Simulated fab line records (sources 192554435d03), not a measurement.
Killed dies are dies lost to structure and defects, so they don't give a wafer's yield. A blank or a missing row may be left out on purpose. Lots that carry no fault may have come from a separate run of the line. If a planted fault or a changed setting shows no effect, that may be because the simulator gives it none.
fab line records	flow n5_finfet
[record] lots = 24	wafers = 72	last_day = 18
route steps=1938 shown BEOL_M0_SAQP@639 BEOL_M0@732 BEOL_M1@788
lots that met no fault: taken from a fault-free run of the same line
start_h: the number of hours between the record's first day and the start of the first shown wafer of the lot	wait_h: hours since the lot's step before	" identical to the entry in the row above	L1.1+2: several wafers, shown together as one row	- no value present, or no start provided	* or withheld: withheld	< > ~ a bound
route shown NAME@n: NAME is a module with steps in the file, n the number in the route of the first one	usual: mean/standard deviation taken from wafers without a fault	same: alike in all rows	chamber/n: place in a boat	sites: readings site by site	_std_site: standard deviation of those values	_edge_site: inner sites' mean taken away from outer sites' mean	radius_mm: for every site, how far away it sits from the centre of the wafer	mask NAME#n: copy n	behind: the tool/chamber that last shaped the wafer	hold: reason for holding the lot/hours on hold/outcome of the hold	device: whichever transistor did not switch (one of n, p or np)	end of line: tests of these same wafers at the route's end	where a step has no rows: the recipe by itself	killed: dies that structure and defects cost at the first sort, which is not the same as the wafer's yield	map: shows each die of a wafer: x if killed, . if not, _ if none is there
set.NAME: the setting that was run; set.NAME@STEP: the one run at that earlier step	model.NAME: the simulator's own value behind a step, which no gauge read
one table for each step of the route and one row for each wafer, over a sample of lots
services: when a tool's chamber went out of use (start_h, in hours from the record's first day, below 0 if earlier), for how many hours, and the reason
[[steps]]
[step N5_BEOL_M0_SAQP_THK_MEAS_05]
[usual] thk_nm = 59.8/0.79
lot.wafer	tool	chamber	start_h	wait_h	thk_nm
L074.2	film_metro-01	-	111.76	0.1	58.9
L074.3	"	-	"	"	59.1
L074.6	"	-	"	"	60.5
L075.2	film_metro-01	-	113.87	0.1	59.8
L075.5	"	-	"	"	60.3
L075.6	"	-	"	"	60.5
L076.1	film_metro-02	-	121.84	0.1	59.9
L076.4	"	-	"	"	61.1
L076.6	"	-	"	"	60.7
L077.2	film_metro-01	-	127.37	0.1	59.4
L077.5	"	-	"	"	59.4
L077.6	"	-	"	"	60.1
L078.1	film_metro-01	-	135.17	0.1	58.8
L078.3	"	-	"	"	60.7
L078.5	"	-	"	"	60.3
L079.1	film_metro-01	-	141.25	0.1	59.8
L079.2	"	-	"	"	59.7
L079.4	"	-	"	"	60.8
L080.1	film_metro-02	-	142.83	0.1	58.8
L080.3	"	-	"	"	59.9
L080.4	"	-	"	"	59.7
L081.1	film_metro-02	-	154.43	0.1	58.8
L081.3	"	-	"	"	58.9
L081.5	"	-	"	"	59.2
L082.2	film_metro-01	-	158.65	0.1	60.4
L082.4	"	-	"	"	61.5
L082.6	"	-	"	"	61.9
L083.1	film_metro-02	-	161.79	0.1	59.4
L083.5	"	-	"	"	59.8
L083.6	"	-	"	"	60.3
L084.3	film_metro-01	-	171.89	0.1	58.9
L084.4	"	-	"	"	60.0
L084.5	"	-	"	"	60.3
L085.1	film_metro-01	-	174.37	0.1	59.1
L085.4	"	-	"	"	60.5
L085.5	"	-	"	"	60.6
L086.1	film_metro-01	-	183.98	0.1	59.6
L086.2	"	-	"	"	60.5
L086.5	"	-	"	"	60.3
L087.3	film_metro-02	-	189.61	0.1	58.6
L087.4	"	-	"	"	59.9
L087.6	"	-	"	"	60.6
L088.2	film_metro-02	-	193.27	0.1	59.0
L088.3	"	-	"	"	59.5
L088.5	"	-	"	"	59.7
L089.1	film_metro-01	-	202.03	0.1	58.6
L089.2	"	-	"	"	59.8
L089.4	"	-	"	"	60.1
L090.3	film_metro-02	-	205.23	0.1	59.2
L090.4	"	-	"	"	60.1
L090.6	"	-	"	"	60.5
L091.1	film_metro-01	-	211.47	0.1	60.7
L091.3	"	-	"	"	59.6
L091.4	"	-	"	"	59.9
L092.2	film_metro-02	-	215.03	0.1	59.2
L092.4	"	-	"	"	60.0
L092.6	"	-	"	"	59.4
L093.2	film_metro-01	-	219.89	0.1	58.7
L093.5	"	-	"	"	60.7
L093.6	"	-	"	"	58.5
L094.1	film_metro-02	-	227.02	0.1	59.4
L094.4	"	-	"	"	60.2
L094.6	"	-	"	"	59.6
L095.1	film_metro-02	-	234.67	0.1	58.4
L095.3	"	-	"	"	58.6
L095.4	"	-	"	"	59.5
L096.2	film_metro-02	-	238.27	0.1	58.3
L096.3	"	-	"	"	59.9
L096.4	"	-	"	"	59.4
L097.1	film_metro-02	-	242.21	0.1	59.4
L097.2	"	-	"	"	59.4
L097.6	"	-	"	"	59.9
[step N5_BEOL_M0_SAQP_ETCH_83]
[recipe] chemistry = CF4	target = SiARC	target_depth_a = 390	mask_material = CAR-ArF	time_s = 65	ion_energy_ev = 80	pressure_mtorr = 40	source_w = 545	bias_w = 36	Ar_flow_sccm = 100	cf4_flow_sccm = 100	ends = cleared
[usual] drypump_motor_current_A = 5.8/0.51	etch_rf_on_time_s = 65.2/1.5	oes_product_au = 0.66/0.081	rf_vpp_V = 184.1/1.3	showerhead_plenum_p_Torr = 2.15/0.074	throttle_valve_pct = 15.59/0.2
lot.wafer	tool	chamber	start_h	wait_h	drypump_motor_current_A	etch_rf_on_time_s	oes_product_au	rf_hours_counter_h	rf_vpp_V	showerhead_plenum_p_Torr	throttle_valve_pct
L074.2	rie_diel-02	2	112.54	0.0	6.8	67.7	0.73	48	184.8	2.18	15.84
L074.3	"	1	"	"	6.2	68.3	0.59	236	182.0	2.12	15.93
L074.6	"	3	"	"	6.5	68.0	0.66	-	184.8	2.14	15.66
L075.2	rie_diel-04	3	114.58	0.0	5.4	65.0	0.58	242	181.5	2.03	15.57
L075.5	"	2	"	"	5.7	63.6	0.62	-	184.4	2.21	15.63
L075.6	"	3	"	"	5.5	64.5	0.59	-	182.1	2.03	15.59
L076.1	rie_diel-04	2	122.45	0.0	5.7	64.7	0.61	218	184.8	2.21	15.63
L076.4	"	1	"	"	5.4	66.4	0.59	226	185.5	2.21	15.59
L076.6	"	2	"	"	5.7	64.7	0.61	-	185.7	2.21	15.63
L077.2	rie_diel-05	1	128.20	0.0	5.6	63.9	0.67	122	182.0	2.07	15.49
L077.5	"	1	"	"	5.6	64.2	0.67	-	182.8	2.07	15.46
L077.6	"	0	"	"	5.4	63.9	0.62	-	183.3	2.21	15.56
L078.1	rie_diel-05	2	136.00	0.0	6.5	65.1	0.79	20	183.3	2.12	15.54
L078.3	"	1	"	"	5.6	64.0	0.67	124	183.6	2.07	15.48
L078.5	"	3	"	"	6.4	66.1	0.69	-	183.6	2.07	15.45
L079.1	rie_diel-05	1	141.85	0.0	5.6	63.6	0.68	126	183.9	2.07	15.49
L079.2	"	2	"	"	6.5	65.5	0.80	21	183.9	2.12	15.54
L079.4	"	0	"	"	5.5	63.7	0.61	200	185.0	2.21	15.57
L080.1	rie_diel-02	2	143.55	0.0	6.7	67.0	0.72	56	183.4	2.18	15.84
L080.3	"	1	"	"	6.2	68.2	0.58	246	183.6	2.12	15.97
L080.4	"	3	"	"	6.5	67.4	0.65	139	183.3	2.14	15.72
L081.1	rie_diel-04	0	154.91	0.0	5.4	65.6	0.57	241	184.7	2.19	16.09
L081.3	"	1	"	"	5.4	66.2	0.58	236	183.9	2.21	15.63
L081.5	"	0	"	"	5.4	64.8	0.58	-	185.0	2.19	16.07
L082.2	rie_diel-02	2	159.44	0.0	6.8	66.8	0.70	61	184.3	2.18	15.86
L082.4	"	0	"	"	5.0	62.2	0.59	-	182.4	2.02	15.74
L082.6	"	3	"	"	6.5	66.8	0.65	-	183.6	2.14	15.68
L083.1	rie_diel-05	1	162.73	0.0	5.6	63.8	0.66	133	183.8	2.07	15.51
L083.5	"	0	"	"	5.5	64.4	0.61	-	185.1	2.20	15.56
L083.6	"	3	"	"	6.4	67.1	0.68	-	183.4	2.07	15.46
L084.3	rie_diel-02	0	172.50	0.0	5.0	63.1	0.60	251	182.8	2.02	15.77
L084.4	"	2	"	"	6.8	67.8	0.70	-	182.8	2.17	15.86
L084.5	"	3	"	"	6.5	66.6	0.65	-	183.5	2.14	15.68
L085.1	rie_diel-04	1	174.98	0.0	5.3	66.6	0.58	241	185.2	2.20	15.63
L085.4	"	2	"	"	5.7	64.3	0.60	236	183.5	2.21	15.67
L085.5	"	0	"	"	5.4	65.5	0.57	-	184.9	2.19	16.10
L086.1	rie_diel-04	1	184.46	0.0	5.3	66.4	0.57	244	183.8	2.20	15.63
L086.2	"	2	"	"	5.7	63.9	0.60	239	185.1	2.20	15.67
L086.5	"	2	"	"	5.7	64.4	0.60	-	184.1	2.21	15.69
L087.3	rie_diel-05	0	190.28	0.0	5.5	63.7	0.61	211	184.6	2.20	15.59
L087.4	"	2	"	"	6.4	65.0	0.77	36	183.5	2.11	15.57
L087.6	"	0	"	"	5.5	64.6	0.61	-	184.9	2.20	15.58
L088.2	rie_diel-05	2	193.88	0.0	6.5	65.3	0.76	37	183.4	2.11	15.57
L088.3	"	0	"	"	5.5	63.9	0.60	212	185.8	2.20	15.58
L088.5	"	1	"	"	5.6	64.6	0.66	-	182.4	2.07	15.50
L089.1	rie_diel-05	2	202.51	0.0	6.5	65.8	0.76	40	185.1	2.11	15.55
L089.2	"	0	"	"	5.5	64.2	0.60	215	184.1	2.20	15.60
L089.4	"	3	"	"	6.3	67.2	0.68	105	181.8	2.06	15.49
L090.3	rie_diel-05	2	205.78	0.0	6.4	65.1	0.76	41	182.8	2.11	15.57
L090.4	"	1	"	"	5.6	65.2	0.65	145	181.3	2.07	15.51
L090.6	"	2	"	"	6.5	65.2	0.76	-	182.7	2.11	15.58
L091.1	rie_diel-02	0	212.10	0.0	5.0	61.2	0.88	2	186.3	2.27	15.26
L091.3	"	2	"	"	6.7	66.8	0.69	83	184.7	2.17	15.91
L091.4	"	1	"	"	6.2	66.6	0.77	8	183.6	2.11	15.49
L092.2	rie_diel-04	2	215.91	0.0	5.7	64.2	0.59	251	185.1	2.20	15.70
L092.4	"	3	"	"	5.5	66.1	0.78	-	185.4	2.28	15.18
L092.6	"	2	"	"	5.7	64.0	0.60	-	184.0	2.20	15.70
L093.2	rie_diel-04	3	220.51	0.0	5.5	65.6	0.78	25	185.9	2.28	15.18
L093.5	"	3	"	"	5.5	65.8	0.78	-	185.1	2.28	15.18
L093.6	"	2	"	"	5.7	63.8	0.59	-	185.7	2.20	15.70
L094.1	rie_diel-04	2	227.51	0.0	5.7	64.1	0.59	255	184.5	2.20	15.73
L094.4	"	0	"	"	5.4	65.9	0.82	-	184.4	2.19	15.62
L094.6	"	2	"	"	5.7	64.1	0.60	-	183.9	2.20	15.70
L095.1	rie_diel-02	1	235.81	0.0	6.2	67.6	0.76	15	184.0	2.11	15.50
L095.3	"	3	"	"	6.5	66.2	0.65	172	184.1	2.13	15.74
L095.4	"	0	"	"	5.0	61.7	0.85	9	185.3	2.27	15.26
L096.2	rie_diel-05	3	238.97	0.0	6.3	66.0	0.67	116	184.3	2.06	15.51
L096.3	"	0	"	"	5.4	63.6	0.60	226	184.9	2.20	15.63
L096.4	"	2	"	"	6.5	65.6	0.75	52	183.6	2.11	15.58
L097.1	rie_diel-05	2	242.72	0.0	6.4	65.4	0.75	53	184.2	2.11	15.59
L097.2	"	3	"	"	6.3	65.9	0.67	118	182.8	2.06	15.53
L097.6	"	1	"	"	5.6	64.6	0.65	-	182.6	2.06	15.53
[step N5_BEOL_M0_SAQP_ETCH_101]
[recipe] chemistry = CH3F/O2	target = SiNx	mask_material = SiO2	target_depth_a = 299	time_s = 42.7	pressure_mtorr = 30	source_w = 395	bias_w = 73	Ar_flow_sccm = 150	CH3F_flow_sccm = 30	O2_flow_sccm = 20	ion_energy_ev = 120
[usual] CH3F_flow_sccm = 29.99/0.092	drypump_motor_current_A = 5.9/0.55	oes_o_777_au = 0.79/0.09	oes_product_au = 0.79/0.091	rf_vpp_V = 294/4.3	showerhead_plenum_p_Torr = 2.00/0.07	throttle_valve_pct = 16.34/0.19
lot.wafer	tool	chamber	start_h	wait_h	CH3F_flow_sccm	drypump_motor_current_A	oes_o_777_au	oes_product_au	rf_hours_counter_h	rf_vpp_V	showerhead_plenum_p_Torr	throttle_valve_pct
L074.2	rie_diel-02	1	114.71	0.0	29.78	6.2	0.67	0.69	237	298	1.98	16.68
L074.3	"	3	"	"	30.14	6.5	0.78	0.78	131	297	2.01	16.43
L074.6	"	3	"	"	30.16	6.5	0.79	0.78	-	295	2.00	16.41
L075.2	rie_diel-05	2	116.25	0.0	29.85	6.5	0.96	0.96	14	290	1.97	16.24
L075.5	"	1	"	"	29.95	5.6	0.80	0.79	-	289	1.93	16.22
L075.6	"	2	"	"	29.94	6.5	0.95	0.95	-	290	1.97	16.24
L076.1	rie_diel-02	0	124.02	0.0	29.75	5.0	0.72	0.70	234	292	1.87	16.41
L076.4	"	1	"	"	29.90	6.2	0.67	0.69	239	298	1.98	16.69
L076.6	"	0	"	"	30.05	5.0	0.72	0.70	-	293	1.87	16.40
L077.2	rie_diel-05	3	130.36	0.0	29.94	6.3	0.81	0.82	80	300	1.93	16.17
L077.5	"	1	"	"	29.95	5.6	0.79	0.78	-	288	1.93	16.22
L077.6	"	0	"	"	30.10	5.4	0.72	0.71	-	296	2.06	16.28
L078.1	rie_diel-04	2	137.64	0.0	30.06	5.7	0.74	0.70	224	297	2.07	16.43
L078.3	"	1	"	"	29.94	5.3	0.67	0.69	231	298	2.06	16.33
L078.5	"	0	"	"	29.93	5.4	0.66	0.67	-	312	2.05	16.79
L079.1	rie_diel-02	1	144.17	0.0	30.00	6.2	0.67	0.69	246	299	1.98	16.73
L079.2	"	3	"	"	29.89	6.5	0.77	0.77	139	293	2.00	16.45
L079.4	"	2	"	"	30.00	6.7	0.83	0.84	56	291	2.03	16.57
L080.1	rie_diel-02	2	145.65	0.0	29.95	6.7	0.82	0.84	56	293	2.03	16.57
L080.3	"	3	"	"	30.11	6.5	0.77	0.77	139	296	2.00	16.43
L080.4	"	0	"	"	30.10	5.1	0.72	0.70	241	292	1.87	16.41
L081.1	rie_diel-05	1	156.48	0.0	29.92	5.6	0.79	0.77	131	289	1.93	16.23
L081.3	"	3	"	"	30.04	6.3	0.81	0.80	90	298	1.92	16.18
L081.5	"	3	"	"	29.92	6.4	0.82	0.80	-	300	1.92	16.18
L082.2	rie_diel-05	3	161.81	0.0	30.06	6.4	0.81	0.80	92	299	1.92	16.21
L082.4	"	0	"	"	29.99	5.4	0.72	0.72	203	296	2.06	16.29
L082.6	"	2	"	"	29.86	6.4	0.93	0.90	-	290	1.97	16.26
L083.1	rie_diel-05	0	165.42	0.0	29.94	5.4	0.72	0.71	204	295	2.06	16.28
L083.5	"	2	"	"	29.90	6.5	0.93	0.91	-	289	1.97	16.27
L083.6	"	3	"	"	30.09	6.3	0.80	0.80	-	299	1.92	16.18
L084.3	rie_diel-02	3	174.94	0.0	29.95	6.5	0.76	0.77	151	294	2.00	16.45
L084.4	"	2	"	"	30.08	6.7	0.81	0.82	-	291	2.03	16.59
L084.5	"	3	"	"	29.96	6.5	0.76	0.76	-	296	2.00	16.47
L085.1	rie_diel-02	2	178.75	0.0	30.03	6.8	0.80	0.82	70	291	2.02	16.59
L085.4	"	2	"	"	30.08	6.7	0.81	0.82	-	292	2.02	16.60
L085.5	"	0	"	"	30.08	5.1	0.71	0.69	-	293	1.87	16.45
L086.1	rie_diel-04	3	186.12	0.0	29.93	5.5	0.96	0.93	12	290	2.14	15.91
L086.2	"	1	"	"	29.93	5.3	0.66	0.67	244	297	2.06	16.38
L086.5	"	1	"	"	29.94	5.3	0.66	0.67	-	296	2.06	16.35
L087.3	rie_diel-05	3	192.14	0.0	29.83	6.3	0.80	0.79	101	300	1.92	16.20
L087.4	"	1	"	"	30.07	5.6	0.78	0.77	140	290	1.93	16.25
L087.6	"	1	"	"	30.17	5.6	0.78	0.77	-	288	1.93	16.27
L088.2	rie_diel-04	1	196.27	0.0	30.08	5.4	0.66	0.67	248	297	2.06	16.37
L088.3	"	2	"	"	30.10	5.7	0.72	0.69	243	299	2.07	16.46
L088.5	"	3	"	"	30.04	5.5	0.94	0.92	-	289	2.14	15.91
L089.1	rie_diel-04	3	204.92	0.0	29.98	5.5	0.94	0.91	19	289	2.13	15.94
L089.2	"	1	"	"	30.01	5.3	0.66	0.67	252	296	2.06	16.36
L089.4	"	1	"	"	30.03	5.3	0.66	0.67	-	296	2.06	16.37
L090.3	rie_diel-05	1	207.64	0.0	30.02	5.6	0.78	0.76	146	290	1.93	16.27
L090.4	"	3	"	"	30.17	6.4	0.79	0.79	106	299	1.92	16.22
L090.6	"	0	"	"	30.09	5.5	0.71	0.70	-	294	2.05	16.32
L091.1	rie_diel-05	0	213.71	0.0	30.01	5.4	0.71	0.70	218	294	2.05	16.32
L091.3	"	2	"	"	29.87	6.5	0.90	0.88	43	290	1.96	16.29
L091.4	"	1	"	"	29.94	5.6	0.78	0.75	147	290	1.93	16.29
L092.2	rie_diel-02	3	218.21	0.0	30.08	6.5	0.75	0.76	166	294	1.99	16.49
L092.4	"	0	"	"	29.91	5.0	1.02	1.02	3	298	2.11	15.95
L092.6	"	1	"	"	29.86	6.2	0.87	0.91	-	298	1.97	16.27
L093.2	rie_diel-04	2	223.35	0.1	29.86	5.7	0.72	0.69	254	299	2.06	16.49
L093.5	"	3	"	"	30.12	5.5	0.93	0.90	-	290	2.13	15.95
L093.6	"	0	"	"	29.99	5.4	0.94	0.98	-	298	2.04	16.37
L094.1	rie_diel-05	0	229.61	0.0	30.08	5.4	0.70	0.70	224	297	2.05	16.34
L094.4	"	2	"	"	29.98	6.5	0.89	0.88	49	289	1.96	16.31
L094.6	"	2	"	"	29.90	6.5	0.89	0.88	-	290	1.96	16.30
L095.1	rie_diel-02	1	237.57	0.1	30.10	6.2	0.85	0.89	16	297	1.97	16.27
L095.3	"	2	"	"	29.99	6.7	0.78	0.80	91	291	2.02	16.64
L095.4	"	0	"	"	29.98	5.1	1.00	1.00	9	298	2.11	15.95
L096.2	rie_diel-05	0	240.58	0.0	29.94	5.4	0.70	0.70	227	296	2.05	16.33
L096.3	"	3	"	"	29.88	6.4	0.78	0.78	117	298	1.92	16.25
L096.4	"	1	"	"	30.06	5.6	0.77	0.74	156	289	1.92	16.26
L097.1	rie_diel-02	0	244.33	0.0	30.11	5.1	0.99	1.00	11	298	2.11	15.96
L097.2	"	2	"	"	29.74	6.7	0.78	0.80	93	292	2.02	16.64
L097.6	"	1	"	"	30.10	6.1	0.86	0.89	-	297	1.97	16.26
[step N5_BEOL_M0_SURFACE_TREAT_137]
[recipe] gas = Ar	time_s = *	ion_energy_ev = *	ion_current_ma_cm2 = 0.5	pressure_mtorr = *	ar_flow_sccm = 30
[usual] throttle_valve_pct = *
lot.wafer	tool	chamber	start_h	wait_h	throttle_valve_pct
L074.2	pvd_sputter-01	-	121.81	0.2	*
L074.3	"	-	"	"	*
L074.6	"	-	"	"	*
L075.2	pvd_sputter-02	-	122.77	0.1	*
L075.5	"	-	"	"	*
L075.6	"	-	"	"	*
L076.1	pvd_sputter-02	-	130.95	0.3	*
L076.4	"	-	"	"	*
L076.6	"	-	"	"	*
L077.2	pvd_sputter-03	-	138.14	0.2	*
L077.5	"	-	"	"	*
L077.6	"	-	"	"	*
L078.1	pvd_sputter-01	-	143.76	0.3	*
L078.3	"	-	"	"	*
L078.5	"	-	"	"	*
L079.1	pvd_sputter-01	-	149.94	0.1	*
L079.2	"	-	"	"	*
L079.4	"	-	"	"	*
L080.1	pvd_sputter-03	-	151.90	0.2	*
L080.3	"	-	"	"	*
L080.4	"	-	"	"	*
L081.1	pvd_sputter-02	-	162.18	0.1	*
L081.3	"	-	"	"	*
L081.5	"	-	"	"	*
L082.2	pvd_sputter-01	-	171.98	0.1	*
L082.4	"	-	"	"	*
L082.6	"	-	"	"	*
L083.1	pvd_sputter-02	-	174.47	0.2	*
L083.5	"	-	"	"	*
L083.6	"	-	"	"	*
L084.3	pvd_sputter-02	-	184.45	0.1	*
L084.4	"	-	"	"	*
L084.5	"	-	"	"	*
L085.1	pvd_sputter-02	-	193.11	0.2	*
L085.4	"	-	"	"	*
L085.5	"	-	"	"	*
L086.1	pvd_sputter-03	-	194.85	0.1	*
L086.2	"	-	"	"	*
L086.5	"	-	"	"	*
L087.3	pvd_sputter-02	-	199.89	0.2	*
L087.4	"	-	"	"	*
L087.6	"	-	"	"	*
L088.2	pvd_sputter-02	-	202.29	0.2	*
L088.3	"	-	"	"	*
L088.5	"	-	"	"	*
L089.1	pvd_sputter-03	-	212.13	0.2	*
L089.2	"	-	"	"	*
L089.4	"	-	"	"	*
L090.3	pvd_sputter-01	-	215.53	0.4	*
L090.4	"	-	"	"	*
L090.6	"	-	"	"	*
L091.1	pvd_sputter-02	-	222.00	0.3	*
L091.3	"	-	"	"	*
L091.4	"	-	"	"	*
L092.2	pvd_sputter-01	-	223.96	0.2	*
L092.4	"	-	"	"	*
L092.6	"	-	"	"	*
L093.2	pvd_sputter-03	-	232.17	1.8	*
L093.5	"	-	"	"	*
L093.6	"	-	"	"	*
L094.1	pvd_sputter-01	-	235.82	0.2	*
L094.4	"	-	"	"	*
L094.6	"	-	"	"	*
L095.1	pvd_sputter-01	-	245.44	0.9	*
L095.3	"	-	"	"	*
L095.4	"	-	"	"	*
L096.2	pvd_sputter-01	-	246.98	0.1	*
L096.3	"	-	"	"	*
L096.4	"	-	"	"	*
L097.1	pvd_sputter-02	-	257.86	0.2	*
L097.2	"	-	"	"	*
L097.6	"	-	"	"	*
[step N5_BEOL_M0_ANNEAL_119]
[recipe] temp_c = 225	time_s = 90	ambient = N2
[usual] anneal_temp_c = 224.99/0.15	wafer_temp_C_max = 225.98/0.24
lot.wafer	tool	chamber	start_h	wait_h	anneal_temp_c	wafer_temp_C_max
L074.2	rtp_anneal-01	0	122.64	0.1	225.02	225.65
L074.3	"	0	"	"	225.04	225.74
L074.6	"	0	"	"	224.97	225.64
L075.2	rtp_anneal-02	0	123.94	0.3	225.05	225.82
L075.5	"	0	"	"	225.11	225.88
L075.6	"	0	"	"	225.34	225.86
L076.1	rtp_anneal-02	0	131.98	0.1	224.75	226.18
L076.4	"	0	"	"	225.01	226.28
L076.6	"	0	"	"	225.04	226.21
L077.2	rtp_anneal-01	0	139.19	0.3	225.06	225.98
L077.5	"	0	"	"	224.86	225.98
L077.6	"	0	"	"	225.18	226.40
L078.1	rtp_anneal-02	0	145.35	0.9	224.94	225.68
L078.3	"	0	"	"	225.03	225.52
L078.5	"	0	"	"	224.80	225.83
L079.1	rtp_anneal-01	0	150.67	0.1	224.45	226.11
L079.2	"	0	"	"	224.86	225.98
L079.4	"	0	"	"	224.85	226.34
L080.1	rtp_anneal-01	0	153.94	0.1	225.11	226.36
L080.3	"	0	"	"	225.21	226.35
L080.4	"	0	"	"	225.07	226.17
L081.1	rtp_anneal-01	0	164.82	0.2	224.98	225.40
L081.3	"	0	"	"	224.93	226.09
L081.5	"	0	"	"	224.95	225.65
L082.2	rtp_anneal-02	0	172.88	0.1	224.96	225.99
L082.4	"	0	"	"	225.10	225.55
L082.6	"	0	"	"	225.07	226.14
L083.1	rtp_anneal-02	0	175.40	0.1	224.90	226.43
L083.5	"	0	"	"	225.04	225.96
L083.6	"	0	"	"	225.02	225.83
L084.3	rtp_anneal-02	0	185.33	0.2	225.01	225.70
L084.4	"	0	"	"	224.94	225.68
L084.5	"	0	"	"	225.03	225.82
L085.1	rtp_anneal-01	0	193.90	0.1	225.09	225.79
L085.4	"	0	"	"	224.76	226.25
L085.5	"	0	"	"	224.83	226.28
L086.1	rtp_anneal-02	0	195.87	0.1	225.07	226.12
L086.2	"	0	"	"	224.74	226.58
L086.5	"	0	"	"	224.78	225.85
L087.3	rtp_anneal-01	0	200.95	0.1	225.16	225.87
L087.4	"	0	"	"	225.14	225.87
L087.6	"	0	"	"	224.89	226.37
L088.2	rtp_anneal-01	0	203.08	0.1	224.79	225.89
L088.3	"	0	"	"	224.97	226.45
L088.5	"	0	"	"	225.03	226.13
L089.1	rtp_anneal-02	0	213.21	0.2	224.99	226.30
L089.2	"	0	"	"	225.11	225.94
L089.4	"	0	"	"	225.01	225.99
L090.3	rtp_anneal-01	0	216.52	0.1	225.04	225.77
L090.4	"	0	"	"	225.01	226.31
L090.6	"	0	"	"	225.22	226.30
L091.1	rtp_anneal-02	0	222.71	0.1	224.97	225.91
L091.3	"	0	"	"	224.84	225.89
L091.4	"	0	"	"	225.00	225.64
L092.2	rtp_anneal-01	0	225.20	0.1	225.04	226.19
L092.4	"	0	"	"	224.92	225.85
L092.6	"	0	"	"	225.04	225.73
L093.2	rtp_anneal-02	0	233.30	0.1	225.08	225.82
L093.5	"	0	"	"	225.00	225.86
L093.6	"	0	"	"	225.34	226.34
L094.1	rtp_anneal-01	0	236.89	0.1	225.29	226.38
L094.4	"	0	"	"	225.01	225.78
L094.6	"	0	"	"	225.12	226.15
L095.1	rtp_anneal-01	0	246.45	0.1	224.65	225.73
L095.3	"	0	"	"	224.85	226.07
L095.4	"	0	"	"	224.85	226.19
L096.2	rtp_anneal-02	0	248.01	0.1	225.07	225.78
L096.3	"	0	"	"	224.88	226.02
L096.4	"	0	"	"	225.28	225.93
L097.1	rtp_anneal-01	0	258.81	0.2	224.92	226.01
L097.2	"	0	"	"	224.86	225.79
L097.6	"	0	"	"	224.94	225.96
[step N5_BEOL_M1_INSPECT_30]
[recipe] mode = adi	inspect_instrument = brightfield
[usual] raw_defect_count = 387/83
lot.wafer	tool	chamber	start_h	wait_h	raw_defect_count
L074.2	defect_inspect-02	-	127.42	0.0	357
L074.3	"	-	"	"	348
L074.6	"	-	"	"	324
L075.2	defect_inspect-01	-	128.05	0.0	328
L075.5	"	-	"	"	426
L075.6	"	-	"	"	348
L076.1	defect_inspect-02	-	136.55	0.1	392
L076.4	"	-	"	"	361
L076.6	"	-	"	"	339
L077.2	defect_inspect-01	-	143.35	0.0	237
L077.5	"	-	"	"	364
L077.6	"	-	"	"	378
L078.1	defect_inspect-02	-	149.75	0.1	300
L078.3	"	-	"	"	319
L078.5	"	-	"	"	299
L079.1	defect_inspect-02	-	153.40	0.1	305
L079.2	"	-	"	"	334
L079.4	"	-	"	"	292
L080.1	defect_inspect-02	-	159.30	0.1	485
L080.3	"	-	"	"	414
L080.4	"	-	"	"	599
L081.1	defect_inspect-01	-	169.56	0.1	362
L081.3	"	-	"	"	308
L081.5	"	-	"	"	287
L082.2	defect_inspect-02	-	176.30	0.0	495
L082.4	"	-	"	"	567
L082.6	"	-	"	"	560
L083.1	defect_inspect-02	-	181.88	0.1	362
L083.5	"	-	"	"	406
L083.6	"	-	"	"	393
L084.3	defect_inspect-02	-	190.85	0.0	436
L084.4	"	-	"	"	416
L084.5	"	-	"	"	427
L085.1	defect_inspect-01	-	197.23	0.1	346
L085.4	"	-	"	"	481
L085.5	"	-	"	"	416
L086.1	defect_inspect-01	-	198.59	0.1	364
L086.2	"	-	"	"	392
L086.5	"	-	"	"	331
L087.3	defect_inspect-01	-	203.86	0.0	297
L087.4	"	-	"	"	329
L087.6	"	-	"	"	420
L088.2	defect_inspect-01	-	207.42	0.0	274
L088.3	"	-	"	"	324
L088.5	"	-	"	"	324
L089.1	defect_inspect-01	-	216.68	0.1	487
L089.2	"	-	"	"	312
L089.4	"	-	"	"	315
L090.3	defect_inspect-01	-	221.66	0.0	374
L090.4	"	-	"	"	393
L090.6	"	-	"	"	383
L091.1	defect_inspect-02	-	226.96	0.1	405
L091.3	"	-	"	"	289
L091.4	"	-	"	"	300
L092.2	defect_inspect-02	-	228.43	0.0	413
L092.4	"	-	"	"	318
L092.6	"	-	"	"	465
L093.2	defect_inspect-01	-	236.99	0.0	291
L093.5	"	-	"	"	357
L093.6	"	-	"	"	422
L094.1	defect_inspect-02	-	240.34	0.1	280
L094.4	"	-	"	"	286
L094.6	"	-	"	"	453
L095.1	defect_inspect-01	-	249.82	0.1	406
L095.3	"	-	"	"	378
L095.4	"	-	"	"	377
L096.2	defect_inspect-02	-	253.49	0.0	452
L096.3	"	-	"	"	439
L096.4	"	-	"	"	309
L097.1	defect_inspect-02	-	263.50	0.1	517
L097.2	"	-	"	"	484
L097.6	"	-	"	"	586
[[services]]
tool	chamber	start_h	hours	kind
pvd_sputter-01	-	129.72	1.9	repair
rie_diel-04	3	136.00	-	clean
rie_diel-04	3	136.00	-	consumable_replace:focus_ring
rie_diel-04	3	136.00	-	consumable_replace:showerhead
rie_diel-04	3	136.00	14.5	scheduled_down
rie_diel-04	3	136.00	14.5	vent_cycle
rie_diel-04	1	142.41	4.1	repair
rie_diel-05	0	149.93	9.9	repair
rie_diel-02	1	158.69	-	clean
rie_diel-02	1	158.69	-	consumable_replace:focus_ring
rie_diel-02	1	158.69	32.3	scheduled_down
rie_diel-02	1	158.69	32.3	vent_cycle
rie_diel-04	0	184.42	-	clean
rie_diel-04	0	184.42	-	consumable_replace:esc
rie_diel-04	0	184.42	-	consumable_replace:focus_ring
rie_diel-04	0	184.42	36.4	scheduled_down
rie_diel-04	0	184.42	36.4	vent_cycle
rie_diel-02	0	191.04	-	clean
rie_diel-02	0	191.04	-	consumable_replace:focus_ring
rie_diel-02	0	191.04	-	consumable_replace:showerhead
rie_diel-02	0	191.04	13.5	scheduled_down
rie_diel-02	0	191.04	13.5	vent_cycle
rie_diel-04	1	220.95	-	clean
rie_diel-04	1	220.95	-	consumable_replace:focus_ring
[[key]]
fault none
